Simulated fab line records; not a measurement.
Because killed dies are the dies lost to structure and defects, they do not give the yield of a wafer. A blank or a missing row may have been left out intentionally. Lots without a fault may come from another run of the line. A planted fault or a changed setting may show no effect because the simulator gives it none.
2 desks looking at one fault :: flow n5_finfet :: only its own numbers are on each desk; what lay behind them is given at the end

## AT THE TOOL OWNER'S DESK: pecvd-01
The tool's own readings at N5_BEOL_M1_ILD_DEP_00 (deposits SiOC from DEMS/O2, target thk 79 nm, time 15.3 s): means of the sampled wafers that have a number, for each lot that ran on this tool. A lot is out of limits, marked OUT, if its mean lies more than 4 standard deviations from the usual mean; the brackets give that distance.
Columns: A = heater_power_w at N5_BEOL_M1_ILD_DEP_00, usual 480 W; B = showerhead_plenum_p_Torr at N5_BEOL_M1_ILD_DEP_00, usual 5.697 Torr; C = throttle_valve_pct at N5_BEOL_M1_ILD_DEP_00, usual 12.0 %
lot: L364
first seen here: day 6 12:08
A: 512
B: 5.682
C: 11.9

lot: L366
first seen here: day 6 22:53
A: 481
B: 5.704
C: 11.7

lot: L370
first seen here: day 8 02:11
A: 560
B: 5.699
C: 11.6

lot: L372
first seen here: day 8 07:31
A: 409
B: 5.711
C: 11.6

lot: L373
first seen here: day 8 16:49
A: 493
B: 5.694
C: 11.8

lot: L374
first seen here: day 9 03:47
A: 576
B: 5.708
C: 11.8
This desk found nothing out of limits on any of the 6 lots.

## THE METROLOGY DESK
Means of the sampled wafers that have a number, per lot and without regard to the tool the lot ran on: this is what the gauges read. A lot is out of limits, marked OUT, if its mean lies more than 4 standard deviations from the usual mean; the brackets give that distance. It has 11 readings, of which 7 appear: the earliest out of limits, and the ones furthest out on some lot.
Columns: A = M1_ILD_THK at N5_BEOL_M1_THK_MEAS_01, usual 78.5 nm; B = DIBL_N at N5_BEOL_M4_RC_MEAS_101, usual 36.6 mV/V; C = IOFF_N at N5_BEOL_M4_RC_MEAS_101, usual 0.17 nA/um; D = IOFF_P at N5_BEOL_M4_RC_MEAS_101, usual 0.22 nA/um; E = ION_P at N5_BEOL_M4_RC_MEAS_101, usual 463 uA/um; F = SS_P at N5_BEOL_M4_RC_MEAS_101, usual 73.4 mV/dec; G = VT_N at N5_BEOL_M4_RC_MEAS_101, usual 249 mV
lot: L362
first seen here: day 6 01:49
A: 76.5
B: 35.6
C: 0.15
D: 0.20
E: 466
F: 72.9
G: 250

lot: L364
first seen here: day 6 12:12
A: 78.7
B: 38.7
C: 0.22
D: 0.29
E: 475
F: 73.6
G: 244

lot: L366
first seen here: day 6 22:57
A: 78.0
B: 37.7
C: 0.17
D: 0.21
E: 457
F: 74.2
G: 249

lot: L370
first seen here: day 8 02:15
A: 78.0
B: 40.0
C: 0.23
D: 0.23
E: 462
F: 74.3
G: 245

lot: L372
first seen here: day 8 07:35
A: 91.5 (+11) OUT
B: 34.2
C: 0.12
D: 0.16
E: 460
F: 72.1
G: 253

lot: L373
first seen here: day 8 16:53
A: 91.2 (+11) OUT
B: 37.0
C: 0.17
D: 0.17
E: 452
F: 72.9
G: 250

lot: L374
first seen here: day 9 03:51
A: 91.3 (+11) OUT
B: 37.4
C: 0.19
D: 0.24
E: 464
F: 73.8
G: 246

lot: L383
first seen here: day 11 11:35
A: 79.7
B: 35.9
C: 0.15
D: 0.19
E: 466
F: 73.0
G: 251

lot: L384
first seen here: day 11 12:02
A: 79.0
B: 39.3
C: 0.22
D: 0.26
E: 457
F: 74.9
G: 245

lot: L385
first seen here: day 11 20:11
A: 80.1
B: 37.2
C: 0.20
D: 0.24
E: 474
F: 73.8
G: 246
This desk's finding: out of limits on L372, L373, L374; first on L372, day 8 07:35 (M1_ILD_THK at N5_BEOL_M1_THK_MEAS_01). In limits: L362, L364, L366, L370, L383, L384, L385.

## PUT TOGETHER
At day 8 07:35 the metrology desk could have sounded an alarm, on L372, L373, L374.
The desk of the tool owner found nothing out of limits.
On record at the tool owner's desk: L372, L373, L374, within its limits.
The lots listed all ran N5_BEOL_M1_ILD_DEP_00 on pecvd-01.

## WHAT THE SIMULATOR PUT IN
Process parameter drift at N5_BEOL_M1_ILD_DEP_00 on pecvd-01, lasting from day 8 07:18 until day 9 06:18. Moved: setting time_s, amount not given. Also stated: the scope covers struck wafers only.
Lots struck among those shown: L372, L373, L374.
Time in hours between the start of the fault and the first out-of-limits reading at each desk: metrology desk, 0.
